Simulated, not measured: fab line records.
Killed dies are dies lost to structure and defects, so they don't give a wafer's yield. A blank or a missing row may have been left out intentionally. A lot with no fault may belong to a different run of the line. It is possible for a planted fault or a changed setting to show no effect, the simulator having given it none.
Problem report, 8D (eight disciplines) form, completed by code || flow n5 finfet || the parts of the form that need people (team, actions taken, sign-off) are left out

== 1. WHAT WENT WRONG ==
Mean of exposure dose mJ cm2 at N5_BEOL_M5_EXPOSE_08: 34.95 across 6 wafers in 2 lots; on wafers with no fault it is 35.70 (standard deviation 0.056). Measured from the usual mean, that is -13 standard deviations.
The step: exposes mask M5, target cd 28 nm.
First seen on wafer L665.1, day 10 19:05, on euv scanner-02. Wafers with a number at this step in the record: 12, from 4 lots. Rule for "out" (also "out of limits"): further than 4 standard deviations from the usual mean. The rest of the wafers with a number are treated as sound.

== 2. WHAT IT IS, AND WHAT IT ISN'T ==
{"question": "which readings at this step", "is": "exposure dose mJ cm2", "is not": "reticle temp C"}
{"question": "which lots", "is": "L665, L669", "is not": "L655, L676"}
{"question": "which wafers of those lots", "is": "all that have a number", "is not": "-"}
{"question": "read on which tools", "is": "euv scanner-02", "is not": "euv scanner-01"}
{"question": "when", "is": "from day 10 19:05", "is not": "up to then (3 sound wafers); but 3 sound wafers of L676 came after"}

== 3. THE SUSPECTS, EACH WITH WHAT RULES IT OUT ==
Counting: a tool at any process step up to the reading remains a suspect when it ran all the lots that are out and ran no sound lot after the first of those.
- euv scanner-02 at N5_BEOL_M5_EXPOSE_08 (exposes mask M5, target cd 28 nm): kept. Every lot that is out went through it, starting with L665 (day 10 19:05), and after that it ran no sound lot; the last sound lot it ran before then is L655 (day 8 11:55). Its own exposure dose mJ cm2 readings are out on those wafers.
Remaining after the count: euv scanner-02 at N5_BEOL_M5_EXPOSE_08.

== 4. THE CAUSE (what the simulator had put in) ==
Process parameters drifting: euv scanner-02 at N5_BEOL_M5_EXPOSE_08, beginning at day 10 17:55. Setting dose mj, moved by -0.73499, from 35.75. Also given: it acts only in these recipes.
Counting left only this tool.

== 5. SEQUENCE OF EFFECTS, ordered by route ==
Each row: a reading whose mean over the struck wafers that have a number lies more than 3 standard deviations from the usual. Scope: only readings with a usual standard deviation given in the record; hours: median across lots of the time from each lot's start at the first step in this table that gives one to its start at this step; sigmas: change in usual standard deviations.
{"hours": 0, "step": "N5_BEOL_M5_EXPOSE_08", "reading": "exposure dose mJ cm2", "usual": 35.70, "on struck wafers": 34.95, "change": -0.76, "sigmas": -13}
Its process steps:
- N5_BEOL_M5_EXPOSE_08: exposes mask M5, target cd 28 nm.

== 6. HOW IT WOULD HAVE BEEN CAUGHT EARLIER ==
In this record the first reading out of limits was taken at day 10 19:05, 1 hour after the fault began at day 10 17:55.
